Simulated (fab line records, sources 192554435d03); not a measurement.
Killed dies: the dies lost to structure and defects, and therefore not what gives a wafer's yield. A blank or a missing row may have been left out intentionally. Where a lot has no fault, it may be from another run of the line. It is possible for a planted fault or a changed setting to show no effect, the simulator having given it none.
Chamber matching | flow n5-finfet | N5_BEOL_M7_PECVD_70 on pecvd-02 has 3 sister chambers
The step deposits SiO2 from TEOS/O2, target thk 20 nm, time 22.7 s. 6 wafers are shown with their chamber, then 9 later ones without.

EACH WAFER AND ITS CHAMBER
wafer  | chamber | throttle-valve-pct (%) | showerhead-plenum-p-Torr (Torr)
L097.3 | 0       | 23.1                   | 8.78
L091.1 | 0       | 22.9                   | 8.79
L091.2 | 1       | 21.8                   | 8.77
L092.1 | 2       | 22.3                   | 8.72
L092.2 | 1       | 21.6                   | 8.81
L092.5 | 2       | 22.2                   | 8.73

WAFERS WITHOUT THEIR CHAMBER
wafer  | throttle-valve-pct (%) | showerhead-plenum-p-Torr (Torr)
L093.1 | 22.5                   | 8.71
L093.4 | 23.0                   | 8.78
L093.5 | 22.3                   | 8.72
L089.1 | 23.0                   | 8.80
L089.2 | 21.7                   | 8.77
L089.3 | 22.2                   | 8.72
L082.1 | 22.6                   | 8.81
L082.3 | 21.7                   | 8.77
L082.6 | 21.6                   | 8.77

WHICH CHAMBER EACH ONE RAN IN
wafer  | from the rows above | in truth
L093.1 | 2                   | 2
L093.4 | 0                   | 0
L093.5 | 2                   | 2
L089.1 | 0                   | 0
L089.2 | 1                   | 1
L089.3 | 2                   | 2
L082.1 | 0                   | 0
L082.3 | 1                   | 1
L082.6 | 1                   | 1
Correctly placed: 9 of 9. Number that these rows cannot place: 0. 0 placed wrongly.
How it was worked out, from the rows above alone: a wafer's distance from a chamber is the root of the sum, over the readings, of the square of ((its reading less the chamber's mean) divided by the reading's scatter). The wafer belongs to the nearest chamber; if the next one is less than 2 further off, it can't be placed. For every chamber, the mean is computed from those of its wafers that are shown. How the scatter is found: for the shown wafers, subtract from each reading the mean of its chamber, square and add these, divide the total by (wafers less chambers), then take the root.
